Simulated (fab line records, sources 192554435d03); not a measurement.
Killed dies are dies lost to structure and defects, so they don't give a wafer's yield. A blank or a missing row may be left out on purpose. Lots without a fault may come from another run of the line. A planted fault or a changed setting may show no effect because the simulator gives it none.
fab line records | flow n5_finfet
record lots=9 wafers=27 last_day=17
route steps=1938 shown FIN_SAQP@97 BEOL_M4@1111
lots that met no fault: from a run of the same line without faults
start_h: hours from the record's first day to the start of the lot's first wafer shown | wait_h: hours since the lot's step before | " the same as in the row above | L1.1+2: a row that stands for several wafers | - no value, or no start given | * or withheld: withheld | < > ~ a bound
route shown NAME@n: a module of which the file shows steps, and the number in the route of the first | usual: mean/standard deviation of fault-free wafers | same: alike in all rows | chamber/n: place in a boat | sites: the reading at each site | _std_site: their standard deviation | _edge_site: outer sites' mean less inner sites' | radius_mm: how far each site lies from the wafer's centre | mask NAME#n: copy n | behind: the tool/chamber that last shaped the wafer | hold: why the lot was held/for how many hours/how that ended | device: the transistor (n, p or np) that didn't switch | end of line: the same wafers' tests at the end of the route | a step without rows: its recipe alone | killed: dies lost to structure and defects at the first sort, not the wafer's yield | map: a wafer's dies, x killed, . not, _ none there
set.NAME: the setting as run; set.NAME@STEP: as run at that earlier step | model.NAME: the simulator's own value behind a step, which no gauge read
steps of the route over a sample of lots; a table a step, a row a wafer
services: from which hour (start_h, from the record's first day; less than 0 if before it) a tool's chamber was out of use, for how many hours, and why
## steps
# step N5_FIN_SAQP_THK_MEAS_05
# usual thk_nm=37.9/0.43
# columns lot.wafer tool chamber start_h wait_h thk_nm
L550.3 film_metro-02 - 21.35 0.1 37.7
L550.5 " - " " 38.3
L550.6 " - " " 37.6
L553.1 film_metro-01 - 38.70 0.1 37.6
L553.3 " - " " 37.6
L553.5 " - " " 38.1
L555.2 film_metro-02 - 50.58 0.1 37.9
L555.3 " - " " 37.9
L555.6 " - " " 38.8
L556.2 film_metro-02 - 57.31 0.1 38.0
L556.3 " - " " 37.3
L556.5 " - " " 38.3
L564.4 film_metro-02 - 105.36 0.0 38.4
L564.5 " - " " 38.6
L564.6 " - " " 38.3
L567.1 film_metro-02 - 124.13 0.1 37.2
L567.2 " - " " 37.3
L567.3 " - " " 37.4
L568.2 film_metro-02 - 128.58 0.1 37.4
L568.3 " - " " 37.8
L568.6 " - " " 37.5
L569.1 film_metro-02 - 134.91 0.1 37.8
L569.2 " - " " 37.3
L569.6 " - " " 38.1
L572.2 film_metro-02 - 154.31 0.1 37.7
L572.5 " - " " 38.0
L572.6 " - " " 37.9
# step N5_FIN_SAQP_OVL_MEAS_17
# recipe points_per_wafer=44
# usual FIN_CORE_OVL=0.3/0.8
# columns lot.wafer tool chamber start_h wait_h FIN_CORE_OVL[nm]
L550.3 overlay-01 0 21.98 0.0 0.4
L550.5 " 0 " " -1.8
L550.6 " 0 " " 0.7
L553.1 overlay-01 0 39.50 0.0 1.7
L553.3 " 0 " " -0.5
L553.5 " 0 " " -0.5
L555.2 overlay-02 0 51.31 0.0 1.4
L555.3 " 0 " " 0.9
L555.6 " 0 " " 0.9
L556.2 overlay-02 0 58.06 0.0 0.4
L556.3 " 0 " " 1.5
L556.5 " 0 " " 1.4
L564.4 overlay-01 0 105.96 0.0 -0.2
L564.5 " 0 " " -0.4
L564.6 " 0 " " 0.1
L567.1 overlay-01 0 124.86 0.0 0.0
L567.2 " 0 " " 0.5
L567.3 " 0 " " -0.6
L568.2 overlay-02 0 129.19 0.0 -0.5
L568.3 " 0 " " 1.4
L568.6 " 0 " " 0.2
L569.1 overlay-02 0 135.52 0.0 -0.5
L569.2 " 0 " " -0.7
L569.6 " 0 " " 0.3
L572.2 overlay-01 0 154.92 0.0 0.3
L572.5 " 0 " " 0.2
L572.6 " 0 " " 0.1
# step N5_FIN_SAQP_ETCH_51
# recipe chemistry=CF4 target=SiARC target_depth_a=455 mask_material=CAR-ArF time_s=75.8 ion_energy_ev=80 pressure_mtorr=40 source_w=545 bias_w=36 Ar_flow_sccm=100 cf4_flow_sccm=100 ends=cleared
# usual drypump_motor_current_A=5.8/0.49 etch_rf_on_time_s=76.6/1.2 oes_product_au=0.65/0.055 rf_vpp_V=184.3/1.2 showerhead_plenum_p_Torr=2.17/0.068 throttle_valve_pct=15.57/0.21
# columns lot.wafer tool chamber start_h wait_h drypump_motor_current_A etch_rf_on_time_s oes_product_au rf_hours_counter_h rf_vpp_V showerhead_plenum_p_Torr throttle_valve_pct
L550.3 rie_diel-03 2 22.07 0.0 6.6 78.2 0.63 153 185.3 2.23 15.86
L550.5 " 2 " " 6.6 77.6 0.63 - 186.4 2.23 15.85
L550.6 " 0 " " 6.3 76.7 0.58 - 182.2 2.12 15.88
L553.1 rie_diel-05 2 39.60 0.0 6.3 77.6 0.63 144 183.2 2.15 15.69
L553.3 " 3 " " 5.3 78.2 0.65 137 185.4 2.15 15.67
L553.5 " 2 " " 6.3 76.5 0.64 - 184.0 2.15 15.69
L555.2 rie_diel-01 3 51.40 0.0 5.1 77.4 0.75 15 185.8 2.27 15.19
L555.3 " 0 " " 5.5 77.2 0.61 209 183.8 2.21 15.44
L555.6 " 2 " " 5.4 75.4 0.74 - 185.1 2.27 15.27
L556.2 rie_diel-05 2 58.15 0.0 6.3 77.3 0.62 150 183.8 2.15 15.71
L556.3 " 3 " " 5.4 77.8 0.64 143 183.6 2.15 15.69
L556.5 " 0 " " 5.2 77.7 0.62 - 184.4 2.22 15.65
L564.4 rie_diel-05 0 106.43 0.0 5.2 75.9 0.63 194 183.4 2.21 15.68
L564.5 " 0 " " 5.2 76.5 0.62 - 184.4 2.21 15.68
L564.6 " 3 " " 5.4 77.1 0.63 - 182.5 2.14 15.72
L567.1 rie_diel-01 0 125.06 0.0 5.5 77.6 0.59 234 184.7 2.20 15.50
L567.2 " 3 " " 5.1 76.5 0.72 41 184.9 2.26 15.25
L567.3 " 1 " " 6.1 78.0 0.62 176 181.7 2.05 15.52
L568.2 rie_diel-01 1 129.28 0.0 6.1 78.2 0.62 178 183.2 2.05 15.53
L568.3 " 3 " " 5.1 76.4 0.72 43 185.1 2.26 15.26
L568.6 " 3 " " 5.1 76.6 0.71 - 186.4 2.26 15.26
L569.1 rie_diel-03 1 135.61 0.0 5.7 74.7 0.70 88 185.1 2.26 15.27
L569.2 " 3 " " 6.3 74.3 0.68 114 182.1 2.07 15.47
L569.6 " 0 " " 6.3 74.1 0.81 - 183.4 2.11 15.44
L572.2 rie_diel-01 3 155.01 0.0 5.1 76.9 0.70 54 186.0 2.26 15.26
L572.5 " 3 " " 5.1 78.2 0.70 - 186.0 2.26 15.26
L572.6 " 2 " " 5.4 76.6 0.71 - 185.3 2.26 15.32
# step N5_FIN_SAQP_HM_OPEN_73
# recipe chemistry=CHF3/O2 target=SiO2 stop_on=a-Si target_depth_a=120 over_etch_frac=1.8 mask_material=SOC time_s=16.8 pressure_mtorr=30 source_w=650 bias_w=170 Ar_flow_sccm=200 CHF3_flow_sccm=50 O2_flow_sccm=5 ion_energy_ev=200 ends=end_point
# usual drypump_motor_current_A=5.8/0.49 oes_product_au=0.46/0.036 over_etch_frac=1.8/0 rf_vpp_V=521/4.2 showerhead_plenum_p_Torr=2.44/0.078 throttle_valve_pct=18.76/0.2
# columns lot.wafer tool chamber start_h wait_h drypump_motor_current_A oes_product_au over_etch_frac rf_hours_counter_h rf_vpp_V showerhead_plenum_p_Torr throttle_valve_pct
L550.3 rie_diel-03 2 22.23 0.0 6.6 0.45 1.8 153 526 2.51 19.05
L550.5 " 2 " " 6.6 0.46 1.8 - 527 2.51 19.05
L550.6 " 0 " " 6.3 0.41 1.8 - 516 2.38 19.03
L553.1 rie_diel-05 2 39.76 0.0 6.3 0.45 1.8 144 515 2.42 18.90
L553.3 " 3 " " 5.4 0.47 1.8 137 518 2.42 18.89
L553.5 " 2 " " 6.3 0.46 1.8 - 516 2.42 18.89
L555.2 rie_diel-01 3 51.56 0.0 5.1 0.53 1.8 15 525 2.56 18.42
L555.3 " 0 " " 5.5 0.43 1.8 209 528 2.48 18.58
L555.6 " 2 " " 5.4 0.52 1.8 - 529 2.56 18.51
L556.2 rie_diel-05 2 58.31 0.0 6.3 0.45 1.8 150 515 2.42 18.89
L556.3 " 3 " " 5.4 0.47 1.8 144 519 2.41 18.90
L556.5 " 0 " " 5.2 0.45 1.8 - 523 2.49 18.84
L564.4 rie_diel-05 0 106.59 0.0 5.2 0.44 1.8 194 522 2.49 18.86
L564.5 " 0 " " 5.2 0.44 1.8 - 522 2.49 18.85
L564.6 " 3 " " 5.4 0.40 3.4501 - 518 2.41 18.90
L567.1 rie_diel-01 0 125.22 0.0 5.5 0.43 1.8 235 527 2.47 18.62
L567.2 " 3 " " 5.1 0.50 1.8 41 525 2.55 18.45
L567.3 " 1 " " 6.1 0.44 1.8 176 521 2.31 18.68
L568.2 rie_diel-01 1 129.45 0.0 6.1 0.45 1.8 178 519 2.31 18.70
L568.3 " 3 " " 5.1 0.50 1.8 43 526 2.55 18.45
L568.6 " 3 " " 5.1 0.51 1.8 - 525 2.55 18.46
L569.1 rie_diel-03 1 135.77 0.0 5.6 0.48 1.8 88 525 2.54 18.47
L569.2 " 3 " " 6.3 0.47 1.8 114 520 2.33 18.68
L569.6 " 0 " " 6.3 0.56 1.8 - 516 2.36 18.66
L572.2 rie_diel-01 3 155.17 0.0 5.1 0.49 1.8 54 526 2.54 18.48
L572.5 " 3 " " 5.1 0.49 1.8 - 525 2.54 18.48
L572.6 " 2 " " 5.3 0.50 1.8 - 530 2.55 18.55
# step N5_BEOL_M4_RC_MEAS_101
# usual DIBL_N=36.3/1.4 DIBL_P=35.7/1.5 IOFF_N=0.155/0.022 IOFF_P=0.204/0.027 ION_N=671/9 ION_P=459/6.2 SS_N=71.5/0.54 SS_P=73.1/0.56 VT_N=250.2/2.6 VT_P=-251/3.3
# columns lot.wafer tool chamber start_h wait_h DIBL_N[mV/V] DIBL_P[mV/V] IOFF_N[nA/um] IOFF_P[nA/um] ION_N[uA/um] ION_P[uA/um] SS_N[mV/dec] SS_P[mV/dec] VT_N[mV] VT_P[mV]
L550.3 prober-01 0 185.35 0.3 35.6 34.2 0.157 0.207 673 457 71.9 72.7 246.0 -248
L550.5 " 0 " " 34.3 33.4 0.136 0.192 661 461 71.4 72.6 249.0 -249
L550.6 " 0 " " 35.9 34.4 0.157 0.203 664 457 71.1 72.8 248.9 -250
L553.1 prober-02 0 189.13 0.0 35.0 34.9 0.137 0.171 663 453 70.7 72.3 250.8 -255
L553.3 " 0 " " 36.4 36.8 0.176 0.195 682 464 71.5 73.4 245.6 -254
L553.5 " 0 " " 38.2 38.8 0.212 0.222 686 456 71.1 73.6 243.2 -252
L555.2 prober-01 0 192.17 0.6 37.8 37.2 0.193 0.243 674 465 71.1 74.0 246.9 -246
L555.3 " 0 " " 35.7 35.6 0.148 0.210 670 464 70.6 73.3 250.1 -248
L555.6 " 0 " " 36.8 37.0 0.185 0.239 691 470 71.4 73.5 247.2 -246
L556.2 prober-01 0 209.97 0.2 39.1 38.6 0.197 0.257 682 466 72.3 73.6 247.3 -245
L556.3 " 0 " " 38.6 37.1 0.182 0.242 665 454 71.6 74.0 248.6 -246
L556.5 " 0 " " 38.9 37.1 0.195 0.238 678 458 73.4 73.4 250.4 -249
L564.4 prober-01 0 253.56 0.5 36.8 34.0 0.151 0.169 666 454 71.4 72.9 248.8 -257
L564.5 " 0 " " 36.0 33.6 0.138 0.161 667 451 71.5 72.5 253.7 -254
L564.6 " 0 " " 35.6 33.8 0.136 0.166 671 457 71.4 73.1 252.2 -256
L568.2 prober-01 0 274.48 0.2 34.1 33.5 0.119 0.174 666 457 71.0 72.7 253.2 -252
L568.3 " 0 " " 35.0 34.6 0.131 0.185 664 457 71.2 72.9 252.5 -251
L568.6 " 0 " " 35.4 34.6 0.138 0.192 677 462 71.6 73.0 250.7 -251
L567.1 prober-01 0 279.97 0.0 38.2 37.2 0.163 0.226 675 460 71.5 73.5 251.9 -251
L567.2 " 0 " " 39.4 38.3 0.194 0.262 683 467 71.7 74.3 246.3 -248
L567.3 " 0 " " 39.5 38.6 0.190 0.259 674 469 72.0 74.2 247.1 -249
L569.1 prober-02 0 284.96 0.0 36.2 36.8 0.153 0.207 675 466 71.5 72.7 250.7 -250
L569.2 " 0 " " 36.3 36.8 0.158 0.213 671 460 71.3 73.0 251.5 -249
L569.6 " 0 " " 35.9 36.0 0.143 0.194 663 457 71.1 72.4 253.7 -251
L572.2 prober-01 0 302.79 0.2 33.6 33.7 0.105 0.161 653 456 71.3 72.2 254.8 -251
L572.5 " 0 " " 36.1 36.6 0.139 0.207 663 461 71.6 73.2 251.6 -251
L572.6 " 0 " " 33.8 33.5 0.106 0.159 644 452 70.9 72.9 255.0 -254
## services
# columns tool chamber start_h hours kind
rie_diel-01 3 0.42 10.4 repair
rie_diel-01 - 5.08 1.2 repair
rie_diel-01 - 6.91 2.1 repair
rie_diel-03 1 9.10 19.7 repair
rie_diel-01 0 12.34 7.4 repair
rie_diel-01 2 20.17 2.8 repair
rie_diel-05 2 33.36 5.6 repair
rie_diel-03 - 46.60 2.1 repair
rie_diel-03 0 65.64 - clean
rie_diel-03 0 65.64 - consumable_replace:focus_ring
rie_diel-03 0 65.64 25.5 scheduled_down
rie_diel-03 0 65.64 25.5 vent_cycle
rie_diel-03 - 94.92 10.0 pm
rie_diel-03 3 109.32 3.6 repair
rie_diel-03 2 134.14 4.8 repair
## key
first_sign step=N5_FIN_SAQP_HM_OPEN_73 reading=over_etch_frac direction=up sigmas=99+ usual=1.8 struck=3.4501
effect none on later readings
met_at N5_FIN_SAQP_HM_OPEN_73
struck_lots L564
struck_wafers L564.6
not_acting_at N5_FIN_SAQP_THK_MEAS_05,N5_FIN_SAQP_OVL_MEAS_17,N5_FIN_SAQP_ETCH_51
onset_between 58.31 106.59
fault kind=process_parameter_drift tool=rie_diel-05 chamber=3 onset_h=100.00 steps=N5_FIN_SAQP_HM_OPEN_73 channel=over_etch_frac offset=1.6501 shape=step end_h=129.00 acts_in=these_recipes_only stated=1.8
